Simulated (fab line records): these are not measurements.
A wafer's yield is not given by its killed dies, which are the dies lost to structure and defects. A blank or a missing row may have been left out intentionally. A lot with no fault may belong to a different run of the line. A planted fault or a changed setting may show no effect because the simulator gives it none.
fab line records | flow n5-finfet
record lots=11 wafers=31 last-day=19
route steps=1938 shown BEOL_M6@1238
lots that met no fault: from a run of the same line without faults
start-h: start of the lot's first displayed wafer, in hours after the record's first day | wait-h: how many hours have passed since the lot's step before this one | " the same as in the row above | L1.1+2: several wafers, shown together as one row | - no value, or no start was given | * or withheld: withheld | < > ~ a bound
route shown NAME@n: NAME is a module with steps in the file, n the number in the route of the first one | usual: mean/standard deviation taken from wafers without a fault | same: alike in all rows | chamber/n: place in a boat | sites: readings site by site | _std_site: the standard deviation of these | _edge_site: the outer-site mean with the inner-site mean subtracted | radius-mm: for every site, how far away it sits from the centre of the wafer | mask NAME#n: copy n | behind: tool/chamber where the wafer was last shaped | hold: why the lot was held/for how many hours/how that ended | device: transistor that didn't switch, given as n, p or np | end of line: the same wafers' tests at the end of the route | for a step that has no rows: nothing shown but its recipe | killed: not the wafer's yield, but the dies lost to structure and defects at the first sort | map: a wafer's dies, marking killed ones x, the rest . and places with no die _
set.NAME: the setting that was run; set.NAME@STEP: the one run at that earlier step | model.NAME: the simulator's own value behind a step, which no gauge read
steps of the route over a sample of lots; a table a step, a row a wafer
services: when a tool's chamber went out of use (start-h, in hours from the record's first day, below 0 if earlier), for how many hours, and the reason
## steps
# step N5_BEOL_M6_STRIP_36
# recipe chemistry=N2/H2 power-w=450 temp-c=40 pressure-mtorr=20 rf-frequency-hz=6e+07 overash-fraction=0.3 bias-power-w=7 h2-frac=0.5 n2-flow-sccm=200 h2-flow-sccm=200
# usual drypump-motor-current-A=5.8/0.43 oes-product-au=0.77/0.094 rf-vpp-V=59.3/1.6 showerhead-plenum-p-Torr=2.54/0.054 throttle-valve-pct=23.57/0.24
# columns lot.wafer tool chamber start-h wait-h drypump-motor-current-A oes-product-au rf-hours-counter-h rf-vpp-V showerhead-plenum-p-Torr throttle-valve-pct
L113.3 rie-diel-04 3 228.02 0.0 5.3 0.67 235 59.4 2.61 23.89
L113.4 " 1 " " 5.3 0.68 227 60.7 2.62 23.61
L113.5 " 1 " " 5.4 0.70 - 60.5 2.62 23.60
L114.2 rie-diel-04 1 259.36 0.0 5.3 0.68 241 58.7 2.61 23.60
L114.4 " 2 " " 6.2 0.72 - 57.6 2.51 23.56
L114.6 " 1 " " 5.3 0.67 - 59.5 2.61 23.62
L115.1 rie-diel-05 3 264.76 0.0 5.5 0.72 199 60.0 2.63 23.52
L115.4 " 1 " " 6.3 0.83 71 62.0 2.46 23.15
L115.6 " 3 " " 5.5 0.72 - 58.8 2.63 23.52
L116.1 rie-diel-05 0 270.79 0.0 6.1 0.73 163 58.4 2.53 23.64
L116.2 " 1 " " 6.3 0.83 73 58.9 2.46 23.16
L116.5 " 3 " " 5.5 0.72 - 58.6 2.63 23.55
L120.1 rie-diel-02 3 291.04 0.0 5.8 0.96 9 59.6 2.60 23.58
L120.3 " 0 " " 6.2 0.79 107 60.8 2.55 23.59
L120.4 " 1 " " 5.7 0.70 222 59.9 2.52 23.82
L121.3 rie-diel-02 0 295.68 0.0 6.2 0.80 108 61.5 2.55 23.57
L121.5 " 2 " " 4.9 0.70 - 59.4 2.51 24.05
L121.6 " 3 " " 5.9 0.95 - 57.1 2.60 23.59
L123.3 rie-diel-05 1 299.98 0.0 6.3 0.82 81 57.1 2.46 23.16
L123.5 " 2 " " 5.7 0.69 - 60.8 2.50 23.47
L123.6 " 3 " " 5.5 0.70 - 60.1 2.62 23.53
L127.3 rie-diel-02 0 329.53 0.0 6.2 0.78 122 60.2 2.54 23.59
L127.5 " 2 " " 4.9 0.69 - 58.5 2.51 24.09
L127.6 " 3 " " 5.9 0.91 - 60.5 2.59 23.63
L126.3 rie-diel-02 2 334.52 0.0 4.9 0.69 225 58.7 2.51 24.10
L126.4 " 0 " " 6.2 0.77 124 59.0 2.54 23.61
L126.6 " 1 " " 5.7 0.69 - 61.6 2.51 23.83
L130.3 rie-diel-04 3 342.17 0.0 5.3 0.92 19 63.0 2.59 23.65
L130.4 " 2 " " 6.2 0.68 243 59.5 2.50 23.58
L136.5 rie-diel-04 3 369.95 0.0 5.4 0.90 - 59.3 2.59 23.66
L136.6 " 1 " " 5.4 0.90 - 57.1 2.60 23.31
# step N5_BEOL_M6_CURE_75
# recipe temp-c=370 time-s=120 ambient=DMADMS/He material=SiCOH_lowk
# usual lamp-power-pct=52.32/0.053 wafer_temp_C_max=371.8/0.71
# columns lot.wafer tool chamber start-h wait-h lamp-power-pct wafer_temp_C_max
L113.3 uv-cure-03 1 228.50 0.1 52.29 372.5
L113.4 " 1 " " 52.40 372.3
L113.5 " 1 " " 52.33 372.3
L114.2 uv-cure-02 1 259.80 0.1 52.41 372.3
L114.4 " 1 " " 52.29 372.3
L114.6 " 1 " " 52.37 372.3
L115.1 uv-cure-01 1 265.15 0.0 52.26 372.2
L115.4 " 1 " " 52.36 372.6
L115.6 " 1 " " 52.41 372.8
L116.1 uv-cure-03 0 271.18 0.0 52.28 371.9
L116.2 " 0 " " 52.31 372.3
L116.5 " 0 " " 52.32 372.2
L120.1 uv-cure-03 1 291.44 0.0 52.40 372.7
L120.3 " 1 " " 52.34 373.6
L120.4 " 1 " " 52.31 373.0
L121.3 uv-cure-02 2 296.17 0.1 52.35 370.6
L121.5 " 2 " " 52.29 371.1
L121.6 " 2 " " 52.21 370.9
L123.3 uv-cure-01 0 300.47 0.1 52.36 371.6
L123.5 " 0 " " 52.35 371.4
L123.6 " 0 " " 52.34 371.7
L127.3 uv-cure-02 2 330.02 0.1 52.36 370.7
L127.5 " 2 " " 52.26 371.5
L127.6 " 2 " " 52.23 371.0
L126.3 uv-cure-03 2 335.01 0.1 52.35 371.7
L126.4 " 2 " " 52.40 371.4
L126.6 " 2 " " 52.33 370.9
L130.3 uv-cure-01 2 342.66 0.1 52.28 372.7
L130.4 " 2 " " 52.26 372.4
L136.5 uv-cure-01 1 370.65 0.4 52.38 372.6
L136.6 " 1 " " 52.32 372.2
# step N5_BEOL_M6_ALD_77
# recipe material=TaN target-thk-a=20 temp-c=275 ald-precursor-family=PDMAT ald-co-reactant=NH3 pressure-torr=3 carrier-flow-sccm=1500 pulse-time-s=2 purge-time-s=3 co-reactant-purge-time-s=2 co-reactant-pulse-time-s=3 ald-cycles=40 precursor-vessel-temp-c=75 precursor-vessel-pressure-torr=26.25 precursor-vessel-carrier-sccm=1000
# usual co-reactant-pulse-time-s=3/0 heater-power-w=424/28
# same co-reactant-purge-time-s=2
# columns lot.wafer tool chamber start-h wait-h co-reactant-pulse-time-s heater-power-w since-wet-clean-h
L113.3 ald-metal-02 2 229.17 0.0 3 414 2969
L113.4 " 0 " " 3 433 2969
L113.5 " 2 " " 3 422 -
L114.2 ald-metal-02 2 260.49 0.0 3 414 3000
L114.4 " 1 " " 3 441 3000
L114.6 " 0 " " 3 439 -
L115.1 ald-metal-03 2 265.70 0.0 3 424 6083
L115.4 " 1 " " 3 377 6083
L115.6 " 0 " " 3 413 -
L116.1 ald-metal-01 3 271.81 0.0 3 442 1473
L116.2 " 0 " " 3 460 1473
L116.5 " 0 " " 3 454 -
L120.1 ald-metal-03 1 292.27 0.0 3 378 6109
L120.3 " 2 " " 3 428 6109
L120.4 " 3 " " 3 445 6109
L121.3 ald-metal-03 0 296.73 0.1 3 423 6114
L121.5 " 2 " " 3 426 -
L121.6 " 1 " " 3 387 -
L123.3 ald-metal-01 1 301.21 0.0 3 390 1503
L123.5 " 3 " " 3 451 -
L123.6 " 2 " " 3 376 -
L127.3 ald-metal-02 2 330.57 0.1 3 410 3070
L127.5 " 2 " " 3 408 -
L127.6 " 3 " " 3 463 -
L126.3 ald-metal-02 1 335.69 0.1 3 434 3075
L126.4 " 2 " " 3 418 3075
L126.6 " 1 " " 3 438 -
L130.3 ald-metal-01 2 343.66 0.1 3 378 1545
L130.4 " 0 " " 3.3469 453 1545
L136.5 ald-metal-01 0 371.07 0.2 3.3469 458 -
L136.6 " 1 " " 3 391 -
# step N5_BEOL_M6_ANNEAL_51
# recipe temp-c=225 time-s=90 ambient=N2
# usual wafer_temp_C_max=225.92/0.28
# columns lot.wafer tool chamber start-h wait-h wafer_temp_C_max
L113.3 rtp-anneal-02 0 230.51 0.1 225.85
L113.4 " 0 " " 226.33
L113.5 " 0 " " 225.64
L114.2 rtp-anneal-01 0 262.37 0.5 225.77
L114.4 " 0 " " 225.70
L114.6 " 0 " " 225.65
L115.1 rtp-anneal-01 0 266.54 0.1 225.40
L115.4 " 0 " " 225.38
L115.6 " 0 " " 225.49
L116.1 rtp-anneal-02 0 273.57 0.4 226.06
L116.2 " 0 " " 225.81
L116.5 " 0 " " 226.31
L120.1 rtp-anneal-02 0 293.31 0.4 226.29
L120.3 " 0 " " 225.95
L120.4 " 0 " " 225.76
L121.3 rtp-anneal-01 0 298.15 0.4 226.00
L121.5 " 0 " " 225.63
L121.6 " 0 " " 225.86
L123.3 rtp-anneal-02 0 302.68 0.6 226.83
L123.5 " 0 " " 225.74
L123.6 " 0 " " 226.04
L127.3 rtp-anneal-01 0 331.64 0.1 225.61
L127.5 " 0 " " 225.90
L127.6 " 0 " " 226.07
L126.3 rtp-anneal-01 0 336.47 0.1 225.71
L126.4 " 0 " " 226.10
L126.6 " 0 " " 225.60
L130.3 rtp-anneal-02 0 344.50 0.1 226.19
L130.4 " 0 " " 225.94
L136.5 rtp-anneal-01 0 372.31 0.5 226.20
L136.6 " 0 " " 225.91
## services
# columns tool chamber start-h hours kind
rie-diel-05 1 217.15 4.6 repair
rie-diel-02 1 217.15 5.2 repair
uv-cure-02 - 219.89 1.0 pm
rie-diel-04 3 230.56 7.6 repair
uv-cure-01 - 244.20 2.1 pm
ald-metal-02 - 248.04 8.7 pm
uv-cure-01 - 254.81 7.5 pm
rie-diel-04 2 263.68 2.8 repair
ald-metal-02 3 264.80 3.0 repair
rie-diel-04 - 278.67 4.3 pm
ald-metal-02 - 301.82 2.9 repair
rie-diel-05 1 302.74 4.3 repair
rie-diel-02 2 303.28 3.9 repair
uv-cure-02 - 309.00 6.8 repair
uv-cure-01 - 322.12 1.0 pm
ald-metal-03 - 328.65 2.8 pm
uv-cure-01 - 329.83 3.3 repair
ald-metal-01 - 335.40 2.4 repair
uv-cure-02 - 335.87 7.5 pm
ald-metal-03 - 337.25 14.0 pm
uv-cure-02 - 349.11 4.3 pm
uv-cure-03 - 354.90 1.5 repair
uv-cure-03 - 358.91 0.8 repair
rie-diel-02 2 364.20 19.8 repair
## key
first-sign step=N5_BEOL_M6_ALD_77 reading=co-reactant-pulse-time-s direction=up sigmas=99+ usual=* struck=*
effect none on later readings
met-at N5_BEOL_M6_ALD_77
struck-lots L130,L136
struck-wafers L130.4,L136.5
not-acting-at N5_BEOL_M6_STRIP_36,N5_BEOL_M6_CURE_75,N5_BEOL_M6_ANNEAL_51
fault kind=process-parameter-drift tool=ald-metal-01 chamber=- onset-h=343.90 steps=N5_BEOL_M6_ALD_77 channel=co-reactant-pulse-time-s offset=* shape=step end-h=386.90 scope=struck-wafers-only acts-in=* stated=*
